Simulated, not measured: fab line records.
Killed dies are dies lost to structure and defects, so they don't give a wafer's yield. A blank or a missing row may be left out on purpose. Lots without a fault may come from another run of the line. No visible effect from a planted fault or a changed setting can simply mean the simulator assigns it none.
Chamber matching ; flow n5 finfet ; 3 sister chambers for N5_BEOL_M10_DEP_56 on pecvd-01
The step deposits SiCN from 3MS/NH3, target thk 15 nm, time 26.5 s. 6 wafers are shown with their chamber, then 8 later ones without.

WAFERS WITH THEIR CHAMBER
wafer;chamber;throttle valve pct (%);showerhead plenum p Torr (Torr)
L085.4;0;9.8;3.657
L085.6;1;8.8;3.657
L090.1;2;8.8;3.670
L090.2;1;8.8;3.658
L090.6;0;9.9;3.656
L088.2;2;9.1;3.672

WAFERS MISSING THEIR CHAMBER
wafer;throttle valve pct (%);showerhead plenum p Torr (Torr)
L088.4;9.0;3.640
L088.6;9.9;3.665
L089.2;8.9;3.644
L089.3;9.0;3.663
L089.6;10.0;3.658
L095.2;8.8;3.675
L095.5;9.2;3.678
L095.6;8.7;3.648

THE CHAMBER EACH PASSED THROUGH
wafer;from the rows above;in truth
L088.4;can't be placed: 1 or 0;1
L088.6;can't be placed: 0 or 2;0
L089.2;can't be placed: 1 or 0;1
L089.3;1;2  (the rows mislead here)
L089.6;0;0
L095.2;2;2
L095.5;2;2
L095.6;1;1
4 of 8 placed correctly. Can't be placed from these rows: 3 (the true chamber is among the candidates in 3). 1 placed wrongly.
How it was worked out, from the rows above alone: a wafer's distance from a chamber is the root of the sum, over the readings, of the square of ((its reading less the chamber's mean) divided by the reading's scatter). The wafer belongs to the nearest chamber; if the next one is less than 2 further off, it can't be placed. The mean given for a chamber averages the wafers shown for that chamber. The scatter: take each reading less its chamber's mean, square it, sum over the shown wafers, divide by the number of wafers less the number of chambers, and take the root.
